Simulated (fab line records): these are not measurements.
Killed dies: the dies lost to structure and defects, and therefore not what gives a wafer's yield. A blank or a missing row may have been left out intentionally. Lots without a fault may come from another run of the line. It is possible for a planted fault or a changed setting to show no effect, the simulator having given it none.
One fault seen from 2 desks ; flow n5-finfet ; each desk has only its own numbers; what lay behind them comes last

DESK OF THE TOOL OWNER: pecvd-03
The tool's own readings at N5_BEOL_M0_SAQP_HM_DEP_111 (deposits SiO2 from SiH4/N2O, target thk 12 nm, time 7.2 s): means of the sampled wafers that have a number, for each lot that ran on this tool. A lot is out of limits, marked OUT, if its mean lies more than 4 standard deviations from the usual mean; the brackets give that distance.
Columns: A = heater-power-outer-w at N5_BEOL_M0_SAQP_HM_DEP_111, usual 515 W; B = heater-power-w at N5_BEOL_M0_SAQP_HM_DEP_111, usual 864 W; C = rf-fwd-power-W at N5_BEOL_M0_SAQP_HM_DEP_111, usual 272.7 W; D = showerhead-plenum-p-Torr at N5_BEOL_M0_SAQP_HM_DEP_111, usual 8.11 Torr
lot;first seen here;A;B;C;D
L317;day 7 03:56;458;729;-;8.10
L320;day 8 05:20;502;855;272.3;8.16
Result from this desk: across the 2 lots, nothing is out of limits.

THE METROLOGY DESK
Lot by lot, what the gauges showed, no matter which tool ran the lot: averages of those sampled wafers that carry a number. A lot is out of limits, marked OUT, if its mean lies more than 4 standard deviations from the usual mean; the brackets give that distance. 7 of its 10 readings are shown, namely those furthest out on some lot.
Columns: A = DIBL_N at N5_BEOL_M4_RC_MEAS_101, usual 36.0 mV/V; B = DIBL_P at N5_BEOL_M4_RC_MEAS_101, usual 36.3 mV/V; C = IOFF_N at N5_BEOL_M4_RC_MEAS_101, usual 0.16 nA/um; D = IOFF_P at N5_BEOL_M4_RC_MEAS_101, usual 0.21 nA/um; E = ION_N at N5_BEOL_M4_RC_MEAS_101, usual 673 uA/um; F = VT_N at N5_BEOL_M4_RC_MEAS_101, usual 250 mV; G = VT_P at N5_BEOL_M4_RC_MEAS_101, usual -250.9 mV
lot;first seen here;A;B;C;D;E;F;G
L317;day 10 07:27;35.5;35.2;0.15;0.19;674;252;-250.9
L320;day 11 04:00;37.8;39.5;0.21;0.25;694;245;-250.5
L322;day 11 08:14;35.1;34.2;0.13;0.17;658;252;-255.3
L332;day 14 08:02;35.9;36.4;0.14;0.20;667;252;-251.9
Result from this desk: across the 4 lots, nothing is out of limits.

BROUGHT TOGETHER
Nothing out of limits was seen by the tool owner's desk.
Nothing out of limits was seen by the metrology desk.

WHAT WAS PUT IN BY THE SIMULATOR
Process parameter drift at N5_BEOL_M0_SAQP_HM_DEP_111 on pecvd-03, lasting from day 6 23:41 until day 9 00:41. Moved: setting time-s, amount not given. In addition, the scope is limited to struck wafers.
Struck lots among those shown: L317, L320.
